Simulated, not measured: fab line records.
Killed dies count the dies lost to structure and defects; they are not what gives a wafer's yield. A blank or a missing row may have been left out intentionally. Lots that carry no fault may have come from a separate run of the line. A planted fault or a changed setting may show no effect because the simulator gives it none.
A lot that was struck, set against a sound lot :: flow n5-finfet :: 16 out of 1938 route steps
Sound: the wafers L856.1, L856.4, L856.5. Wafers struck: L860.1, L860.3, L860.5. The cause comes at the end.
At each step with rows: each side's tool, then ch and its chambers, then its first start. Under that, the readings that differ: sound wafers :: struck wafers :: difference of the means :: sigmas: that difference in standard deviations of wafers without a fault.
alike: readings whose means differ by less than 2 such deviations, and words and numbers that are the same on both sides. not compared: withheld readings, readings that some wafer has no value for, bounds like >300 that may hide the same value, and numbers for which the record gives no deviation and whose values overlap.
Wherever a step has rows on one side only, a row that says differs or no value, or a row with sigmas, the two part there. Non-overlapping numbers with no deviation appear without sigmas and do not part them. A reading that every wafer of one side lacks parts them only if that side has two wafers or more.

first, 1 step without rows for these wafers: N5_BEOL_M2_ANNEAL_80 (time 240 s).
N5_BEOL_M2_SPUTTER_81: material Cu, target thk 4.5 nm, time 8.29 s.
  struck on pvd-sputter-03, day 10 19:53; sound on pvd-sputter-02, day 9 22:47
  alike: throttle-valve-pct
then, 3 steps without rows for these wafers: N5_BEOL_M2_ANNEAL_82 (time 240 s); N5_BEOL_M2_SPUTTER_86 (material Cu, target thk 4.5 nm, time 8.29 s); N5_BEOL_M2_ANNEAL_87 (time 240 s).
N5_BEOL_M2_SPUTTER_88: material Cu, target thk 4.5 nm, time 8.29 s.
  struck on pvd-sputter-03, day 10 20:19; sound on pvd-sputter-02, day 9 23:13
  alike: throttle-valve-pct
N5_BEOL_M2_ANNEAL_89: time 240 s.
  struck on pvd-sputter-03, day 10 20:24; sound on pvd-sputter-02, day 9 23:18
  alike: heater-power-w, susceptor-temp-C
then, 1 step without rows for these wafers: N5_BEOL_M2_SPUTTER_90 (material Cu, target thk 4.5 nm, time 8.29 s).
N5_BEOL_M2_ANNEAL_91: time 240 s.
  struck on pvd-sputter-03, day 10 20:37; sound on pvd-sputter-02, day 9 23:31
  alike: heater-power-w, susceptor-temp-C
N5_BEOL_M2_SPUTTER_92: material Cu, target thk 4.5 nm, time 8.29 s.
  struck on pvd-sputter-03, day 10 20:46; sound on pvd-sputter-02, day 9 23:40
  alike: throttle-valve-pct
then, 2 steps without rows for these wafers: N5_BEOL_M2_ANNEAL_93 (time 240 s); N5_BEOL_M2_SPUTTER_94 (material Cu, target thk 4.5 nm, time 8.29 s).
N5_BEOL_M2_ANNEAL_95: time 240 s.
  struck on pvd-sputter-03, day 10 21:04; sound on pvd-sputter-02, day 9 23:58
  no value came back on the struck wafers for heater-power-w (W), susceptor-temp-C (C); on the sound wafers heater-power-w (W) reads 871 1034 777
then, 1 step without rows for these wafers: N5_BEOL_M2_SPUTTER_96 (material Cu, target thk 4.5 nm, time 8.29 s).
N5_BEOL_M4_RC_MEAS_101:
  sound on prober-02 ch 0, day 11 03:11; struck on prober-01 ch 0, day 12 09:32
reading: DIBL_N (mV/V)
sound: 36.2 35.9 36.6
struck: 42.7 38.8 39.9
difference: +4.2
sigmas: +2
  alike: DIBL_P, IOFF_N, IOFF_P, ION_N, ION_P, SS_N, SS_P, VT_N, VT_P
after that, 1 step had no rows for these wafers: N5_PASSIVATION_PROBE_49.

WHERE THEY PART
Last at N5_BEOL_M4_RC_MEAS_101 as far as this record goes, first at N5_BEOL_M2_ANNEAL_95.

WHY: whatever the simulator had introduced
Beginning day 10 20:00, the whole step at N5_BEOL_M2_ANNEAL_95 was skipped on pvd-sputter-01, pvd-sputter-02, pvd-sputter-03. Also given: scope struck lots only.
